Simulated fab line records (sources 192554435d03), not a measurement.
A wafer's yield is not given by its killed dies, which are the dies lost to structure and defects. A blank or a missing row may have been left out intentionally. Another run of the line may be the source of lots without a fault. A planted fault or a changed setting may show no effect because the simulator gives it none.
fab line records ; flow n5_finfet
record lots=10; wafers=28; last_day=17
route steps=1938 shown BEOL_M3@1014 BEOL_M4@1021 PASSIVATION@1936
lots with no fault: from the same line, run without faults
start_h: the number of hours between the record's first day and the start of the first shown wafer of the lot ; wait_h: hours from the lot's prior step to this one ; " the same as in the row above ; L1.1+2: a row that stands for several wafers ; - value missing, or start not given ; * or withheld: withheld ; < > ~ a bound
route shown NAME@n: a module of which the file shows steps, and the number in the route of the first ; usual: mean/standard deviation of fault-free wafers ; same: alike in all rows ; chamber/n: place in a boat ; sites: per-site readings ; _std_site: how widely they spread, as a standard deviation ; _edge_site: the outer-site mean with the inner-site mean subtracted ; radius_mm: for every site, how far away it sits from the centre of the wafer ; mask NAME#n: copy n ; behind: the most recent tool/chamber to have shaped the wafer ; hold: cause of the lot's hold/its duration in hours/its outcome ; device: transistor that didn't switch, given as n, p or np ; end of line: tests run on the same wafers once the route is complete ; for a step that has no rows: nothing shown but its recipe ; killed: count of dies lost to structure and defects at first sort (not the wafer's yield) ; map: a wafer's dies, marking killed ones x, the rest . and places with no die _
set.NAME: the run value of the setting; set.NAME@STEP: its run value at that earlier step ; model.NAME: the simulator's own value behind a step, which no gauge read
a sample of lots followed through the steps of the route, with each step as a table and each wafer as a row
services: a tool's chamber out of use, with start hour (start_h, from the record's first day; less than 0 if before it), hours out, and reason
## steps
# step N5_BEOL_M3_THK_MEAS_53
# recipe thk_meas_gauge=xrf; reads=Cu_of_BEOL_M3_ECD_50
# usual M3_THK=40.5/1.3
lot.wafer;tool;chamber;start_h;wait_h;M3_THK[nm]
L307.1;film_metro-02;-;186.55;-;39.4
L307.4;film_metro-02;-;186.55;-;43.0
L307.6;film_metro-02;-;186.55;-;42.7
L308.3;film_metro-02;-;195.57;-;40.7
L308.4;film_metro-02;-;195.57;-;41.4
L308.5;film_metro-02;-;195.57;-;40.7
L309.2;film_metro-02;-;203.34;-;40.2
L309.3;film_metro-02;-;203.34;-;40.5
L309.6;film_metro-02;-;203.34;-;41.1
L313.1;film_metro-02;-;224.86;-;41.6
L313.2;film_metro-02;-;224.86;-;40.7
L313.6;film_metro-02;-;224.86;-;41.7
L314.1;film_metro-01;-;226.78;-;39.7
L314.2;film_metro-01;-;226.78;-;38.6
L314.3;film_metro-01;-;226.78;-;40.6
L317.3;film_metro-01;-;252.59;-;37.9
L317.4;film_metro-01;-;252.59;-;37.6
L317.6;film_metro-01;-;252.59;-;38.2
L320.3;film_metro-01;-;276.73;-;41.8
L320.5;film_metro-01;-;276.73;-;41.5
L322.1;film_metro-01;-;279.52;-;39.2
L322.4;film_metro-01;-;279.52;-;41.8
L322.5;film_metro-01;-;279.52;-;40.9
L321.1;film_metro-01;-;290.25;-;39.6
L321.4;film_metro-01;-;290.25;-;41.2
L321.6;film_metro-01;-;290.25;-;40.5
L323.3;film_metro-01;-;298.07;-;39.5
L323.6;film_metro-01;-;298.07;-;41.3
# step N5_BEOL_M3_RS_MEAS_58
# recipe thk_meas_gauge=four-point-probe; reads=Co_of_BEOL_M3_CO_CAP_55+Cu_of_BEOL_M3_ECD_50+Co_of_BEOL_M3_CVD_47+TaN_of_BEOL_M3_ALD_84
# usual M3_RS=0.663/0.027
lot.wafer;tool;chamber;start_h;wait_h;M3_RS[ohm/sq]
L307.1;film_metro-01;-;186.81;0.0;0.692
L307.4;film_metro-01;-;186.81;0.0;0.619
L307.6;film_metro-01;-;186.81;0.0;0.627
L308.3;film_metro-02;-;195.86;0.1;0.663
L308.4;film_metro-02;-;195.86;0.1;0.652
L308.5;film_metro-02;-;195.86;0.1;0.660
L309.2;film_metro-02;-;203.63;0.1;0.677
L309.3;film_metro-02;-;203.63;0.1;0.670
L309.6;film_metro-02;-;203.63;0.1;0.657
L313.1;film_metro-02;-;225.12;0.0;0.637
L313.2;film_metro-02;-;225.12;0.0;0.651
L313.6;film_metro-02;-;225.12;0.0;0.637
L314.1;film_metro-02;-;227.07;0.1;0.673
L314.2;film_metro-02;-;227.07;0.1;0.698
L314.3;film_metro-02;-;227.07;0.1;0.658
L317.3;film_metro-02;-;252.85;0.1;0.716
L317.4;film_metro-02;-;252.85;0.1;0.721
L317.6;film_metro-02;-;252.85;0.1;0.707
L320.3;film_metro-02;-;277.16;0.1;0.637
L320.5;film_metro-02;-;277.16;0.1;0.641
L322.1;film_metro-02;-;279.78;0.0;0.696
L322.4;film_metro-02;-;279.78;0.0;0.639
L322.5;film_metro-02;-;279.78;0.0;0.661
L321.1;film_metro-01;-;290.60;0.0;0.686
L321.4;film_metro-01;-;290.60;0.0;0.651
L321.6;film_metro-01;-;290.60;0.0;0.666
L323.3;film_metro-01;-;298.33;0.1;0.683
L323.6;film_metro-01;-;298.33;0.1;0.641
# step N5_BEOL_M4_ILD_DEP_00
# recipe material=SiOC; target_thk_a=790; temp_c=350; precursor=DEMS/O2; pressure_torr=5; rf_w=500; time_s=15.3
# usual heater_power_w=455/42; showerhead_plenum_p_Torr=5.698/0.011; throttle_valve_pct=12.1/0.65
lot.wafer;tool;chamber;start_h;wait_h;heater_power_w;showerhead_plenum_p_Torr;throttle_valve_pct
L307.1;pecvd-01;2;186.87;0.0;380;5.709;12.0
L307.4;pecvd-01;0;186.87;0.0;417;5.714;12.0
L307.6;pecvd-01;1;186.87;0.0;440;5.700;12.9
L308.3;pecvd-01;1;195.92;0.0;530;5.705;13.3
L308.4;pecvd-01;0;195.92;0.0;426;5.712;12.2
L308.5;pecvd-01;2;195.92;0.0;457;5.688;12.0
L309.2;pecvd-01;1;203.69;0.0;425;5.714;13.1
L309.3;pecvd-01;0;203.69;0.0;425;5.688;12.4
L309.6;pecvd-01;0;203.69;0.0;433;5.709;11.8
L313.1;pecvd-01;1;225.18;0.0;439;5.685;13.1
L313.2;pecvd-01;0;225.18;0.0;435;5.699;12.2
L313.6;pecvd-01;2;225.18;0.0;467;5.691;12.2
L314.1;pecvd-04;0;227.14;0.0;416;5.707;12.8
L314.2;pecvd-04;2;227.14;0.0;381;5.724;11.1
L314.3;pecvd-04;1;227.14;0.0;464;5.682;12.8
L317.3;pecvd-04;2;252.92;0.0;432;5.701;11.1
L317.4;pecvd-04;2;252.92;0.0;427;5.689;11.1
L317.6;pecvd-04;0;252.92;0.0;444;5.696;12.9
L320.3;pecvd-01;0;277.22;0.0;400;5.713;12.4
L320.5;pecvd-01;1;277.22;0.0;513;5.691;12.8
L322.1;pecvd-01;2;279.84;0.0;372;5.704;12.0
L322.4;pecvd-01;0;279.84;0.0;397;5.713;12.2
L322.5;pecvd-01;0;279.84;0.0;398;5.719;12.1
L321.1;pecvd-01;1;290.66;0.0;524;5.691;12.8
L321.4;pecvd-01;1;290.66;0.0;429;5.701;12.9
L321.6;pecvd-01;0;290.66;0.0;448;5.717;12.1
L323.3;pecvd-01;0;298.41;0.1;426;5.718;12.1
L323.6;pecvd-01;0;298.41;0.1;436;5.717;12.1
# step N5_BEOL_M4_THK_MEAS_01
# recipe reads=SiOC_of_BEOL_M4_ILD_DEP_00
# usual M4_ILD_THK=79.3/1.1
lot.wafer;tool;chamber;start_h;wait_h;M4_ILD_THK[nm]
L307.1;film_metro-01;-;186.94;0.0;79.5
L307.4;film_metro-01;-;186.94;0.0;79.8
L307.6;film_metro-01;-;186.94;0.0;79.8
L308.3;film_metro-01;-;195.99;0.1;79.0
L308.4;film_metro-01;-;195.99;0.1;79.8
L308.5;film_metro-01;-;195.99;0.1;80.2
L309.2;film_metro-01;-;203.76;0.1;78.5
L309.3;film_metro-01;-;203.76;0.1;77.1
L309.6;film_metro-01;-;203.76;0.1;79.6
L313.1;film_metro-02;-;225.25;0.0;78.2
L313.2;film_metro-02;-;225.25;0.0;79.3
L313.6;film_metro-02;-;225.25;0.0;81.5
L314.1;film_metro-01;-;227.20;0.0;76.7
L314.2;film_metro-01;-;227.20;0.0;78.0
L314.3;film_metro-01;-;227.20;0.0;78.0
L317.3;film_metro-02;-;252.98;0.1;79.2
L317.4;film_metro-02;-;252.98;0.1;79.7
L317.6;film_metro-02;-;252.98;0.1;79.5
L320.3;film_metro-02;-;277.29;0.1;94.3
L320.5;film_metro-02;-;277.29;0.1;80.0
L322.1;film_metro-02;-;279.93;0.1;78.4
L322.4;film_metro-02;-;279.93;0.1;93.4
L322.5;film_metro-02;-;279.93;0.1;93.6
L321.1;film_metro-02;-;290.73;0.0;77.6
L321.4;film_metro-02;-;290.73;0.0;79.8
L321.6;film_metro-02;-;290.73;0.0;93.8
L323.3;film_metro-02;-;298.48;0.1;93.4
L323.6;film_metro-02;-;298.48;0.1;92.7
# step N5_BEOL_M4_PECVD_72
# recipe material=SiO2; target_thk_a=160; temp_c=400; precursor=TEOS/O2; pressure_torr=5.5; rf_w=450; teos_flow_sccm=53.8; gas=O2; flow_sccm=3000; time_s=18
# usual heater_power_w=692/61; showerhead_plenum_p_Torr=8.79/0.045; throttle_valve_pct=22.5/1.3
lot.wafer;tool;chamber;start_h;wait_h;heater_power_w;showerhead_plenum_p_Torr;throttle_valve_pct
L307.1;pecvd-03;2;186.97;0.0;732;8.68;21.6
L307.4;pecvd-03;0;186.97;0.0;736;8.86;21.6
L307.6;pecvd-03;2;186.97;0.0;739;8.73;21.6
L308.3;pecvd-03;2;196.05;0.1;723;8.70;21.5
L308.4;pecvd-03;0;196.05;0.1;715;8.83;21.2
L308.5;pecvd-03;0;196.05;0.1;736;8.84;21.4
L309.2;pecvd-04;0;203.79;0.0;537;8.82;23.7
L309.3;pecvd-04;0;203.79;0.0;543;8.80;23.8
L309.6;pecvd-04;1;203.79;0.0;795;8.76;23.5
L313.1;pecvd-03;1;225.29;0.0;761;8.77;22.0
L313.2;pecvd-03;0;225.29;0.0;741;8.85;21.3
L313.6;pecvd-03;1;225.29;0.0;746;8.78;21.9
L314.1;pecvd-01;1;227.24;0.0;785;8.81;24.4
L314.2;pecvd-01;2;227.24;0.0;679;8.75;22.6
L314.3;pecvd-01;0;227.24;0.0;642;8.84;23.0
L317.3;pecvd-04;0;253.02;0.0;555;8.84;23.7
L317.4;pecvd-04;2;253.02;0.0;704;8.80;20.7
L317.6;pecvd-04;1;253.02;0.0;766;8.75;24.0
L320.3;pecvd-03;0;277.33;0.0;671;8.84;21.6
L320.5;pecvd-03;2;277.33;0.0;717;8.70;19.6
L322.1;pecvd-03;0;279.96;0.0;704;8.84;21.7
L322.4;pecvd-03;1;279.96;0.0;699;8.79;21.7
L322.5;pecvd-03;2;279.96;0.0;794;8.69;19.6
L321.1;pecvd-04;1;290.77;0.0;684;8.74;23.8
L321.4;pecvd-04;2;290.77;0.0;660;8.79;20.8
L321.6;pecvd-04;0;290.77;0.0;673;8.83;24.0
L323.3;pecvd-04;2;298.51;0.0;652;8.77;20.9
L323.6;pecvd-04;1;298.51;0.0;659;8.75;23.7
# step N5_BEOL_M4_RC_MEAS_101
# usual DIBL_N=35.9/1.3; DIBL_P=35.9/1.6; IOFF_N=0.156/0.022; IOFF_P=0.205/0.023; ION_N=675/9; ION_P=463/5.6; SS_N=71.4/0.57; SS_P=73.1/0.52; VT_N=249.7/2.8; VT_P=-250.2/2.5
lot.wafer;tool;chamber;start_h;wait_h;DIBL_N[mV/V];DIBL_P[mV/V];IOFF_N[nA/um];IOFF_P[nA/um];ION_N[uA/um];ION_P[uA/um];SS_N[mV/dec];SS_P[mV/dec];VT_N[mV];VT_P[mV]
L307.1;prober-02;0;199.79;0.0;35.1;35.5;0.141;0.200;668;464;71.0;73.1;250.5;-250.8
L307.4;prober-02;0;199.79;0.0;32.9;32.3;0.109;0.162;660;461;70.1;71.7;255.8;-251.4
L307.6;prober-02;0;199.79;0.0;33.3;33.4;0.113;0.169;665;465;71.1;72.5;254.9;-250.0
L308.3;prober-02;0;205.60;0.3;34.7;35.5;0.136;0.218;673;467;71.1;72.3;249.2;-247.6
L308.4;prober-02;0;205.60;0.3;37.3;38.2;0.170;0.266;675;472;72.1;73.3;248.7;-243.5
L308.5;prober-02;0;205.60;0.3;35.3;35.8;0.142;0.223;679;474;71.8;72.5;250.7;-248.0
L309.2;prober-02;0;222.86;0.2;37.2;36.4;0.155;0.213;672;463;72.2;73.2;249.8;-249.4
L309.3;prober-02;0;222.86;0.2;35.3;34.1;0.128;0.190;656;456;71.9;72.2;253.4;-249.6
L309.6;prober-02;0;222.86;0.2;35.9;35.7;0.136;0.205;661;459;71.6;73.4;250.5;-251.1
L313.1;prober-02;0;232.97;0.0;36.5;36.7;0.175;0.234;696;470;71.0;74.0;247.7;-250.7
L313.2;prober-02;0;232.97;0.0;33.9;34.2;0.130;0.192;676;469;71.2;73.2;251.0;-249.3
L313.6;prober-02;0;232.97;0.0;35.3;34.9;0.142;0.204;682;468;71.3;73.2;249.8;-249.6
L314.1;prober-02;0;235.90;0.0;37.2;36.7;0.181;0.257;677;469;72.4;73.4;246.8;-245.6
L314.2;prober-02;0;235.90;0.0;36.3;35.5;0.157;0.219;664;464;72.0;72.3;250.5;-248.8
L314.3;prober-02;0;235.90;0.0;36.0;35.5;0.153;0.230;669;474;71.7;73.2;252.2;-247.1
L317.3;prober-01;0;262.17;0.3;35.8;35.4;0.154;0.198;684;464;71.5;72.8;249.4;-249.8
L317.4;prober-01;0;262.17;0.3;36.7;36.7;0.179;0.222;679;465;71.5;73.8;247.4;-249.7
L317.6;prober-01;0;262.17;0.3;33.9;33.8;0.128;0.175;664;457;71.3;72.9;250.7;-252.9
L322.1;prober-02;0;293.45;0.0;38.2;37.6;0.172;0.217;680;462;71.6;74.0;247.7;-248.9
L322.4;prober-02;0;293.45;0.0;37.4;36.7;0.151;0.204;663;457;71.9;73.9;251.6;-250.7
L322.5;prober-02;0;293.45;0.0;39.1;39.4;0.197;0.249;679;463;72.1;74.4;246.0;-247.2
L320.3;prober-01;0;293.60;0.3;35.7;37.2;0.150;0.185;666;457;71.5;72.9;252.0;-253.1
L320.5;prober-01;0;293.60;0.3;35.9;38.0;0.150;0.199;669;456;72.1;73.5;255.1;-250.2
L321.1;prober-01;0;302.79;0.0;34.5;35.4;0.140;0.186;673;460;71.1;72.7;249.2;-253.0
L321.4;prober-01;0;302.79;0.0;35.3;36.1;0.154;0.202;676;459;72.1;72.4;250.1;-250.4
L321.6;prober-01;0;302.79;0.0;32.4;33.1;0.116;0.156;664;457;70.8;72.0;254.7;-251.6
L323.3;prober-01;0;314.45;0.3;34.8;33.5;0.121;0.176;667;466;71.0;72.4;252.6;-252.6
L323.6;prober-01;0;314.45;0.3;35.1;33.4;0.122;0.179;669;464;70.9;73.0;252.8;-248.2
# step N5_PASSIVATION_PROBE_49
# usual defect_limited_yield=91.3/1.4; killed_at_M0_to_M3=35/11; killed_at_M4_up=14/5.4; killed_at_contacts=12/6.2; killed_at_front_end=38/11; killed_at_other=4.1/2.8; killed_dies=103/17; killed_open=66/13; killed_short=34/8.2; sort_bin_5_function=5.1/0.89; sort_bin_6_memory=3.3/0.72; sort_bin_8_speed=0.00/0.0099; sort_n_pass=1077/17; sort_yield_pct=91.3/1.4
# same gross_dies=1180; killed_at_back_side=0; sort_bin_4_leakage[%]=0
lot.wafer;tool;chamber;start_h;wait_h;defect_limited_yield[%];killed_at_M0_to_M3;killed_at_M4_up;killed_at_contacts;killed_at_front_end;killed_at_other;killed_dies;killed_open;killed_short;sort_bin_5_function[%];sort_bin_6_memory[%];sort_bin_8_speed[%];sort_n_pass;sort_yield_pct[%]
L308.3;prober-01;-;306.74;0.1;88.1;54;28;29;28;2;141;95;40;7.3;4.2;0;1039;88.1
L308.4;prober-01;-;306.79;0.2;89.6;48;18;17;32;8;123;80;41;5.9;3.7;0;1057;89.6
L308.5;prober-01;-;306.84;0.2;88.9;47;24;11;42;7;131;89;38;6.3;4.6;0;1049;88.9
L309.2;prober-01;-;328.92;0.1;91.1;44;11;11;33;6;105;66;36;5.3;3.2;0;1075;91.1
L309.3;prober-01;-;328.97;0.1;91.4;44;10;4;39;5;102;63;38;5.1;3.3;0;1078;91.4
L309.6;prober-01;-;329.12;0.3;92.5;33;13;8;28;7;89;53;32;4.4;2.9;0;1091;92.5
L313.1;prober-02;-;339.41;0.0;91.4;40;15;9;36;1;101;64;37;5.0;3.5;0;1079;91.4
L313.2;prober-02;-;339.46;0.1;89.0;58;25;18;25;4;130;77;52;6.8;4.1;0;1050;89.0
L313.6;prober-02;-;339.66;0.3;89.5;50;16;18;36;4;124;64;59;6.3;3.6;0;1056;89.5
L314.1;prober-02;-;345.97;0.0;92.2;23;13;12;39;5;92;59;29;4.2;3.3;0;1088;92.2
L314.2;prober-02;-;346.02;0.1;91.5;37;10;8;40;5;100;67;31;5.5;2.6;0;1080;91.5
L314.3;prober-02;-;346.07;0.1;89.7;27;15;7;68;5;122;81;40;6.1;3.7;0;1058;89.7
L323.3;prober-01;-;414.22;0.1;92.0;44;21;7;17;5;94;62;29;4.6;2.8;0;1086;92.0
L323.6;prober-01;-;414.37;0.3;90.5;53;17;7;34;1;112;76;35;6.2;3.3;0;1068;90.5
# killed by level:class
L308.3 MOL_CONTACT_COAG:geometric_particle:open=21 BEOL_M4:geometric_particle:open=17 BEOL_M0_SAQP:geometric_particle:open=16 BEOL_M0_SAQP:geometric_particle:short=12 MOL_CONTACT_COAG:geometric_particle:short=8 BEOL_M1:geometric_particle:open=8 STI_FIN_REVEAL:geometric_particle:open=7 FIN_SAQP:geometric_particle:short=4
L308.4 BEOL_M0_SAQP:geometric_particle:short=15 MOL_CONTACT_COAG:geometric_particle:open=13 BEOL_M0_SAQP:geometric_particle:open=10 BEOL_M3:geometric_particle:open=10 BEOL_M4:geometric_particle:open=10 FIN_SAQP:geometric_particle:open=8 STI_FIN_REVEAL:geometric_particle:open=8 GATE_CUT:geometric_particle:short=8
L308.5 FIN_SAQP:geometric_particle:short=12 BEOL_M0_SAQP:geometric_particle:open=12 MOL_CONTACT_COAG:geometric_particle:open=10 BEOL_M2:geometric_particle:open=10 BEOL_M3:geometric_particle:open=7 FIN_SAQP:geometric_particle:open=6 BEOL_M0_SAQP:geometric_particle:short=6 BEOL_M4:geometric_particle:open=6
L309.2 BEOL_M0_SAQP:geometric_particle:open=11 FIN_SAQP:geometric_particle:open=10 MOL_CONTACT_COAG:geometric_particle:open=10 BEOL_M0_SAQP:geometric_particle:short=10 BEOL_M2:geometric_particle:open=7 FIN_SAQP:geometric_particle:short=5 BEOL_M1:geometric_particle:open=4 BEOL_M1:geometric_particle:short=4
L309.3 BEOL_M0_SAQP:geometric_particle:open=12 FIN_SAQP:geometric_particle:open=10 BEOL_M0_SAQP:geometric_particle:short=10 FIN_SAQP:geometric_particle:short=6 DUMMY_GATE:geometric_particle:open=6 BEOL_M1:geometric_particle:open=5 BEOL_M2:geometric_particle:open=5 BEOL_M3:geometric_particle:open=4
L309.6 FIN_SAQP:geometric_particle:open=7 BEOL_M3:geometric_particle:open=7 MOL_CONTACT_COAG:geometric_particle:open=6 BEOL_M0_SAQP:geometric_particle:short=6 STI_FIN_REVEAL:geometric_particle:open=5 BEOL_M0_SAQP:geometric_particle:open=5 ILD0:geometric_particle:short=4 BEOL_M1:geometric_particle:short=4
L313.1 FIN_SAQP:geometric_particle:open=14 BEOL_M1:geometric_particle:short=13 MOL_CONTACT_COAG:geometric_particle:open=8 BEOL_M0_SAQP:geometric_particle:short=7 BEOL_M0_SAQP:geometric_particle:open=6 BEOL_M2:geometric_particle:open=6 BEOL_M4:geometric_particle:open=5 BEOL_M4:geometric_particle:short=5
L313.2 BEOL_M0_SAQP:geometric_particle:short=16 BEOL_M0_SAQP:geometric_particle:open=15 MOL_CONTACT_COAG:geometric_particle:open=15 BEOL_M4:geometric_particle:open=11 BEOL_M1:geometric_particle:short=9 BEOL_M2:geometric_particle:open=8 BEOL_M4:geometric_particle:short=8 FIN_SAQP:geometric_particle:open=5
L313.6 BEOL_M0_SAQP:geometric_particle:short=12 BEOL_M2:geometric_particle:open=12 MOL_CONTACT_COAG:geometric_particle:open=11 BEOL_M1:geometric_particle:short=11 BEOL_M4:geometric_particle:short=11 FIN_SAQP:geometric_particle:short=9 BEOL_M0_SAQP:geometric_particle:open=8 MOL_CONTACT_COAG:geometric_particle:short=7
L314.1 FIN_SAQP:geometric_particle:open=10 STI_FIN_REVEAL:geometric_particle:open=8 FIN_SAQP:geometric_particle:short=7 MOL_CONTACT_COAG:geometric_particle:open=7 BEOL_M0_SAQP:geometric_particle:short=5 BEOL_M3:geometric_particle:open=5 BEOL_M4:geometric_particle:open=5 BEOL_M0_SAQP:geometric_particle:open=4
L314.2 STI_FIN_REVEAL:geometric_particle:open=16 FIN_SAQP:geometric_particle:open=7 GATE_CUT:geometric_particle:short=6 BEOL_M0_SAQP:geometric_particle:open=6 BEOL_M1:geometric_particle:open=6 BEOL_M2:geometric_particle:open=6 MOL_CONTACT_COAG:geometric_particle:open=5 BEOL_M4:geometric_particle:open=5
L314.3 STI_FIN_REVEAL:geometric_particle:open=23 BEOL_M0_SAQP:geometric_particle:short=8 ILD0:geometric_particle:short=7 MOL_CONTACT_COAG:geometric_particle:open=7 FIN_SAQP:geometric_particle:open=6 FIN_SAQP:geometric_particle:short=6 BEOL_M4:geometric_particle:open=6 DUMMY_GATE:geometric_particle:open=5
L323.3 BEOL_M0_SAQP:geometric_particle:open=14 BEOL_M3:geometric_particle:open=12 BEOL_M0_SAQP:geometric_particle:short=11 BEOL_M4:geometric_particle:open=8 BEOL_M7:geometric_particle:open=7 MOL_CONTACT_COAG:geometric_particle:open=6 BEOL_M5:geometric_particle:open=4 STARTING-WAFER:geometric_particle:open=4
L323.6 FIN_SAQP:geometric_particle:open=14 BEOL_M0_SAQP:geometric_particle:open=11 BEOL_M2:geometric_particle:open=11 BEOL_M3:geometric_particle:open=9 BEOL_M0_SAQP:geometric_particle:short=8 MOL_CONTACT_COAG:geometric_particle:open=7 BEOL_M3:geometric_particle:short=6 STI_FIN_REVEAL:geometric_particle:open=5
## services
tool;chamber;start_h;hours;kind
pecvd-01;-;166.23;6.0;pm
pecvd-04;0;173.37;10.2;repair
pecvd-01;-;176.61;1.2;repair
pecvd-04;2;190.12;32.7;repair
pecvd-03;1;193.83;5.5;scheduled_down
pecvd-03;2;198.64;13.5;repair
pecvd-03;2;212.18;-;clean
pecvd-03;2;212.18;-;consumable_replace:showerhead
pecvd-03;2;212.18;29.0;scheduled_down
pecvd-03;2;212.18;29.0;vent_cycle
pecvd-04;-;249.40;0.3;repair
pecvd-03;1;266.26;5.0;scheduled_down
pecvd-04;0;267.41;5.0;scheduled_down
pecvd-01;1;277.97;7.5;repair
pecvd-04;-;292.55;1.2;repair
pecvd-03;-;294.43;10.2;repair
pecvd-01;2;297.85;5.0;scheduled_down
## key
first_sign step=N5_BEOL_M4_THK_MEAS_01; reading=M4_ILD_THK; direction=up; sigmas=13; usual=79.3; struck=93.5
effect none on later readings
met_at N5_BEOL_M4_ILD_DEP_00
struck_lots L320,L321,L322,L323
struck_wafers L320.3,L321.6,L322.4,L322.5,L323.3,L323.6
not_acting_at N5_BEOL_M3_THK_MEAS_53,N5_BEOL_M3_RS_MEAS_58,N5_BEOL_M4_PECVD_72
onset_between 225.18 277.22
fault kind=process_parameter_drift; tool=pecvd-01; chamber=0; onset_h=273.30; steps=N5_BEOL_M4_ILD_DEP_00; channel=time_s; offset=*; shape=step; acts_in=*; stated=*
